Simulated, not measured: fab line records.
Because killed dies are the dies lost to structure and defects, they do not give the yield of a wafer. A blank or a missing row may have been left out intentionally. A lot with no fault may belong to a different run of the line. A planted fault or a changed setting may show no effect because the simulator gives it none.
The tool behind it: which one?	flow nand_harc	24 lots, 72 wafers sampled, at 5 steps of a route of 1159

WHAT EACH GAUGE READ, for each wafer
NHARC_A_ONON_D1_THK_MEAS_30: measures by ellipsometry.
lot	measured	on	thk_nm (nm)
L075	day 7 22:22	film_metro-01	1009 1008 1011
L074	day 7 22:37	film_metro-02	994 995 996
L076	day 8 18:19	film_metro-01	1011 1008 1008
L078	day 8 18:31	film_metro-01	1003 1002 1002
L077	day 8 18:39	film_metro-02	1007 1006 1006
L080	day 9 08:15	film_metro-01	1008 1007 1009
L079	day 9 08:18	film_metro-01	975 978 976
L081	day 9 21:17	film_metro-01	993 990 992
L082	day 10 04:04	film_metro-02	1004 1004 1003
L083	day 10 11:19	film_metro-01	974 978 974
L084	day 10 15:23	film_metro-02	1003 1003 1004
L085	day 10 15:23	film_metro-02	1004 1002 1005
L089	day 11 15:55	film_metro-01	1005 1005 1005
L086	day 11 15:55	film_metro-02	1000 1000 997
L087	day 11 15:58	film_metro-01	1004 1004 1006
L088	day 11 19:25	film_metro-02	980 981 982
L091	day 12 08:09	film_metro-01	1002 1002 1004
L090	day 12 08:10	film_metro-02	992 990 992
L092	day 12 18:01	film_metro-01	1005 1003 1004
L094	day 13 04:01	film_metro-02	1006 1005 1006
L093	day 13 04:03	film_metro-02	995 996 994
L096	day 13 13:36	film_metro-02	987 988 985
L095	day 13 13:39	film_metro-01	1003 1002 1001
L097	day 13 22:32	film_metro-02	988 985 987

NHARC_A_CHANNEL_HOLE_D1_CD_MEAS_18.
lot	measured	on	cd_nm (nm)
L075	day 8 05:59	cd_sem-02	99.2 96.6 100.9
L074	day 8 05:25	cd_sem-02	99.5 99.3 99.8
L076	day 8 22:58	cd_sem-01	100.0 98.2 97.4
L078	day 8 23:04	cd_sem-01	98.1 100.9 98.0
L077	day 8 23:15	cd_sem-01	96.9 101.4 102.9
L080	day 9 12:40	cd_sem-03	102.3 102.5 101.3
L079	day 9 14:17	cd_sem-01	96.3 98.5 96.3
L081	day 10 02:01	cd_sem-01	100.9 98.1 97.5
L082	day 10 08:58	cd_sem-01	99.3 100.9 101.7
L083	day 10 15:53	cd_sem-03	99.7 99.1 99.8
L084	day 10 19:49	cd_sem-01	97.9 98.3 97.2
L085	day 10 20:20	cd_sem-03	101.2 97.9 100.6
L089	day 11 21:49	cd_sem-03	101.0 101.5 101.1
L086	day 11 20:21	cd_sem-02	100.2 97.4 98.8
L087	day 11 20:39	cd_sem-03	99.1 100.4 98.0
L088	day 12 00:12	cd_sem-01	99.4 97.4 97.6
L091	day 12 12:43	cd_sem-01	98.1 100.7 98.4
L090	day 12 12:53	cd_sem-02	101.9 97.7 97.7
L092	day 12 23:23	cd_sem-02	101.2 100.7 102.1
L094	day 13 08:59	cd_sem-01	97.7 102.3 99.2
L093	day 13 09:37	cd_sem-01	96.8 99.3 96.6
L096	day 13 19:49	cd_sem-02	99.6 100.4 97.2
L095	day 13 20:59	cd_sem-01	99.1 100.2 101.0
L097	day 14 04:04	cd_sem-02	99.2 98.1 96.8

NHARC_A_CHANNEL_HOLE_D1_CD_MEAS_30.
lot	measured	on	cd_nm (nm)
L075	day 8 13:16	cd_sem-02	91.4 91.2 90.4
L074	day 8 11:02	cd_sem-01	89.1 90.9 90.1
L076	day 9 04:35	cd_sem-02	88.8 88.5 88.8
L078	day 9 04:47	cd_sem-02	90.8 88.4 88.7
L077	day 9 08:45	cd_sem-03	89.7 90.5 90.2
L080	day 9 18:14	cd_sem-02	90.1 90.5 91.1
L079	day 9 20:02	cd_sem-03	89.1 91.0 92.4
L081	day 10 07:46	cd_sem-02	88.8 88.3 89.4
L082	day 10 14:35	cd_sem-01	90.9 88.6 88.3
L083	day 10 21:37	cd_sem-03	91.2 90.4 91.1
L084	day 11 01:34	cd_sem-03	91.0 89.4 90.9
L085	day 11 01:55	cd_sem-03	88.8 91.1 89.0
L089	day 12 06:10	cd_sem-02	89.0 89.2 91.5
L086	day 12 01:59	cd_sem-01	90.5 91.9 91.0
L087	day 12 02:14	cd_sem-03	89.2 91.8 90.3
L088	day 12 09:49	cd_sem-01	90.2 90.7 89.3
L091	day 12 18:19	cd_sem-02	90.5 88.7 88.6
L090	day 12 18:37	cd_sem-03	90.1 87.0 92.3
L092	day 13 04:57	cd_sem-01	91.6 91.3 90.9
L094	day 13 14:34	cd_sem-01	92.0 89.6 89.7
L093	day 13 15:16	cd_sem-01	90.7 88.8 91.2
L096	day 14 01:34	cd_sem-02	88.0 90.1 87.4
L095	day 14 05:44	cd_sem-01	90.4 90.6 89.3
L097	day 14 14:53	cd_sem-02	90.4 89.2 91.3

NHARC_A_CHANNEL_FILL_D1_INSPECT_13.
lot	measured	on	raw_defect_count
L075	day 10 12:59	defect_inspect-01	311 225 325
L074	day 10 13:09	defect_inspect-01	305 433 200
L076	day 11 08:39	defect_inspect-01	261 524 428
L078	day 11 04:59	defect_inspect-01	325 203 357
L077	day 11 11:28	defect_inspect-01	517 383 533
L080	day 11 22:07	defect_inspect-01	249 378 261
L079	day 11 22:07	defect_inspect-02	198 285 270
L081	day 12 10:41	defect_inspect-01	246 227 175
L082	day 12 18:57	defect_inspect-01	378 294 311
L083	day 13 01:16	defect_inspect-02	223 126 172
L084	day 13 01:35	defect_inspect-02	253 183 166
L085	day 13 01:26	defect_inspect-02	244 198 196
L089	day 14 14:15	defect_inspect-02	281 272 319
L086	day 14 06:55	defect_inspect-02	260 253 256
L087	day 14 06:46	defect_inspect-02	258 268 276
L088	day 14 09:46	defect_inspect-02	248 381 207
L091	day 14 22:31	defect_inspect-01	343 209 297
L090	day 14 18:41	defect_inspect-01	355 327 321
L092	day 15 07:22	defect_inspect-01	599 262 373
L094	day 15 17:58	defect_inspect-01	277 132 229
L093	day 15 17:58	defect_inspect-01	378 420 434
L096	day 16 03:17	defect_inspect-01	335 486 563
L095	day 16 09:03	defect_inspect-02	179 268 283
L097	day 16 22:37	defect_inspect-02	158 309 187

WHAT TOOL EACH LOT RAN ON (gives the tool, then ch and the chambers of the sampled wafers, and finally the start)
lot	NHARC_A_CHANNEL_HOLE_D1_ETCH_33
L075	har_etch-01 ch 0,1, day 8 11:44
L074	har_etch-02 ch 0,1, day 8 09:26
L076	har_etch-01 ch 1, day 9 03:04
L078	har_etch-02 ch 0,1, day 9 03:06
L077	har_etch-01 ch 0,1, day 9 07:14
L080	har_etch-02 ch 0,1, day 9 16:43
L079	har_etch-01 ch 0,1, day 9 18:20
L081	har_etch-01 ch 0,1, day 10 06:04
L082	har_etch-02 ch 0,1, day 10 13:03
L083	har_etch-01 ch 0,1, day 10 19:56
L084	har_etch-02 ch 0,1, day 10 23:52
L085	har_etch-01 ch 0,1, day 11 00:24
L089	har_etch-02 ch 0,1, day 12 04:42
L086	har_etch-02 ch 0,1, day 12 00:28
L087	har_etch-01 ch 0,1, day 12 00:45
L088	har_etch-01 ch 0, day 12 08:16
L091	har_etch-01 ch 0,1, day 12 16:46
L090	har_etch-02 ch 1, day 12 16:55
L092	har_etch-01 ch 0,1, day 13 03:26
L094	har_etch-02 ch 0, day 13 13:02
L093	har_etch-01 ch 0,1, day 13 13:44
L096	har_etch-02 ch 0,1, day 13 23:53
L095	har_etch-02 ch 0,1, day 14 04:02
L097	har_etch-02 ch 0,1, day 14 13:12
- NHARC_A_CHANNEL_HOLE_D1_ETCH_33: etches the open film in C4F8/O2/Ar, time 90 s, target depth 400 nm.

AS READ BY THE TOOLS THEMSELVES (means over the sampled wafers that have a number; for cases with no such wafer, the mark the record gives instead)
NHARC_A_CHANNEL_HOLE_D1_ETCH_33.
lot	tool	drypump_motor_current_A (A)	showerhead_plenum_p_Torr (Torr)	throttle_valve_pct (%)
L075	har_etch-01	5.2	3.87	27.627
L074	har_etch-02	5.7	3.74	27.623
L076	har_etch-01	5.8	3.87	27.616
L078	har_etch-02	5.7	3.73	27.619
L077	har_etch-01	5.2	3.87	27.618
L080	har_etch-02	5.7	3.73	27.625
L079	har_etch-01	5.2	3.86	27.624
L081	har_etch-01	5.2	3.86	27.614
L082	har_etch-02	5.7	3.72	27.626
L083	har_etch-01	5.2	3.86	27.616
L084	har_etch-02	5.7	3.72	27.618
L085	har_etch-01	5.5	3.86	27.617
L089	har_etch-02	5.8	3.71	27.623
L086	har_etch-02	5.7	3.72	27.620
L087	har_etch-01	5.5	3.85	27.620
L088	har_etch-01	4.9	3.85	27.617
L091	har_etch-01	5.3	3.85	27.618
L090	har_etch-02	5.9	3.70	27.613
L092	har_etch-01	5.5	3.84	27.616
L094	har_etch-02	5.6	3.71	27.621
L093	har_etch-01	5.2	3.84	27.615
L096	har_etch-02	5.7	3.71	27.624
L095	har_etch-02	5.8	3.70	27.620
L097	har_etch-02	5.8	3.69	27.613

THE ANSWER, worked out from the rows above alone
Rule: the usual values come from the lots themselves. The widest of any qualifying gaps counts: lots, ordered by their means at a reading, are off when they make up no more than a third of the lots, leave a main group of 4 or more, and stand apart from it by 3 or more times the standard deviation of that group's means. If all means in a main group match to the digits the tables above print for the reading, that group is not used. A lot without any number at a reading at which 4 lots or more have one is off too. The other lots that the step has rows for count as sound. The gauges are gone through in route order, then the tools' own readings, and for those a lot's mean is taken as printed above. The first step at which some lot is off is used, and at that step the reading that is off furthest; a lot without a number counts as furthest.
Nothing can be told from this: no lot is off at any reading shown.

WHAT THE SIMULATOR HAD INSERTED
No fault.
